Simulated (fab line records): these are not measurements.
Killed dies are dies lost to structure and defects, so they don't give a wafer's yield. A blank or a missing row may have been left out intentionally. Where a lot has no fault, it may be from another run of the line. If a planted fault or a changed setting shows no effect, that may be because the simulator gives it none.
Matching of chambers || flow n5 finfet || N5_FIN_SAQP_ETCH_65 on rie si-02: 4 sister chambers
The step etches SiO2 in CF4, target depth 4 nm, time 4.4 s. 14 wafers are shown with their chamber, then 7 later ones without.

## WAFERS WITH THEIR CHAMBER
{"wafer": "L076.3", "chamber": 2, "drypump motor current A (A)": 5.8, "throttle valve pct (%)": 22.02, "he backside leak sccm (sccm)": 2.6}
{"wafer": "L076.4", "chamber": 3, "drypump motor current A (A)": 5.5, "throttle valve pct (%)": 21.92, "he backside leak sccm (sccm)": 2.7}
{"wafer": "L076.5", "chamber": 1, "drypump motor current A (A)": 5.2, "throttle valve pct (%)": 21.49, "he backside leak sccm (sccm)": 3.4}
{"wafer": "L077.2", "chamber": 3, "drypump motor current A (A)": 5.6, "throttle valve pct (%)": 21.93, "he backside leak sccm (sccm)": 2.6}
{"wafer": "L077.3", "chamber": 0, "drypump motor current A (A)": 5.3, "throttle valve pct (%)": 22.02, "he backside leak sccm (sccm)": 3.1}
{"wafer": "L077.6", "chamber": 1, "drypump motor current A (A)": 5.2, "throttle valve pct (%)": 21.48, "he backside leak sccm (sccm)": 3.4}
{"wafer": "L086.1", "chamber": 2, "drypump motor current A (A)": 5.8, "throttle valve pct (%)": 22.02, "he backside leak sccm (sccm)": 2.6}
{"wafer": "L086.4", "chamber": 0, "drypump motor current A (A)": 5.3, "throttle valve pct (%)": 22.05, "he backside leak sccm (sccm)": 3.2}
{"wafer": "L086.5", "chamber": 3, "drypump motor current A (A)": 5.6, "throttle valve pct (%)": 21.93, "he backside leak sccm (sccm)": 2.5}
{"wafer": "L088.3", "chamber": 1, "drypump motor current A (A)": 5.2, "throttle valve pct (%)": 21.48, "he backside leak sccm (sccm)": 3.4}
{"wafer": "L088.4", "chamber": 2, "drypump motor current A (A)": 5.8, "throttle valve pct (%)": 22.02, "he backside leak sccm (sccm)": 2.6}
{"wafer": "L088.6", "chamber": 2, "drypump motor current A (A)": 5.8, "throttle valve pct (%)": 22.04, "he backside leak sccm (sccm)": 2.5}
{"wafer": "L094.1", "chamber": 0, "drypump motor current A (A)": 5.3, "throttle valve pct (%)": 21.85, "he backside leak sccm (sccm)": 2.8}
{"wafer": "L094.2", "chamber": 2, "drypump motor current A (A)": 5.8, "throttle valve pct (%)": 22.03, "he backside leak sccm (sccm)": 2.5}

SIGNATURES (averages over the wafers above)
{"reading": "drypump motor current A", "chamber 0": 5.300, "chamber 1": 5.200, "chamber 2": 5.800, "chamber 3": 5.567, "scatter within a chamber": 0.0258}
{"reading": "throttle valve pct", "chamber 0": 21.9733, "chamber 1": 21.4833, "chamber 2": 22.0260, "chamber 3": 21.9267, "scatter within a chamber": 0.0487}
{"reading": "he backside leak sccm", "chamber 0": 3.033, "chamber 1": 3.400, "chamber 2": 2.560, "chamber 3": 2.600, "scatter within a chamber": 0.109}
Rule: a wafer's distance from a chamber is the root of the sum, over the readings, of the square of ((its reading less the chamber's mean) divided by the reading's scatter). If the next closest chamber is less than 2 further off than the closest, the wafer can't be placed; otherwise it belongs to the closest. The scatter: take each reading less its chamber's mean, square it, sum over the shown wafers, divide by the number of wafers less the number of chambers, and take the root.

## WAFERS WITH NO CHAMBER GIVEN
{"wafer": "L094.6", "drypump motor current A (A)": 5.3, "throttle valve pct (%)": 21.82, "he backside leak sccm (sccm)": 2.8}
{"wafer": "L095.1", "drypump motor current A (A)": 5.3, "throttle valve pct (%)": 21.84, "he backside leak sccm (sccm)": 2.7}
{"wafer": "L095.3", "drypump motor current A (A)": 5.6, "throttle valve pct (%)": 21.93, "he backside leak sccm (sccm)": 2.5}
{"wafer": "L095.5", "drypump motor current A (A)": 5.3, "throttle valve pct (%)": 21.84, "he backside leak sccm (sccm)": 2.7}
{"wafer": "L096.1", "drypump motor current A (A)": 5.5, "throttle valve pct (%)": 21.94, "he backside leak sccm (sccm)": 2.7}
{"wafer": "L096.2", "drypump motor current A (A)": 5.8, "throttle valve pct (%)": 22.02, "he backside leak sccm (sccm)": 2.4}
{"wafer": "L096.3", "drypump motor current A (A)": 5.3, "throttle valve pct (%)": 21.83, "he backside leak sccm (sccm)": 2.8}

## WHICH CHAMBER EACH ONE RAN IN
{"wafer": "L094.6", "from the rows above": 0, "in truth": 0}
{"wafer": "L095.1", "from the rows above": 0, "in truth": 0}
{"wafer": "L095.3", "from the rows above": 3, "in truth": 3}
{"wafer": "L095.5", "from the rows above": 0, "in truth": 0}
{"wafer": "L096.1", "from the rows above": 3, "in truth": 3}
{"wafer": "L096.2", "from the rows above": 2, "in truth": 2}
{"wafer": "L096.3", "from the rows above": 0, "in truth": 0}
Placed correctly: 7 of 7. Number that these rows cannot place: 0. Number placed wrongly: 0.
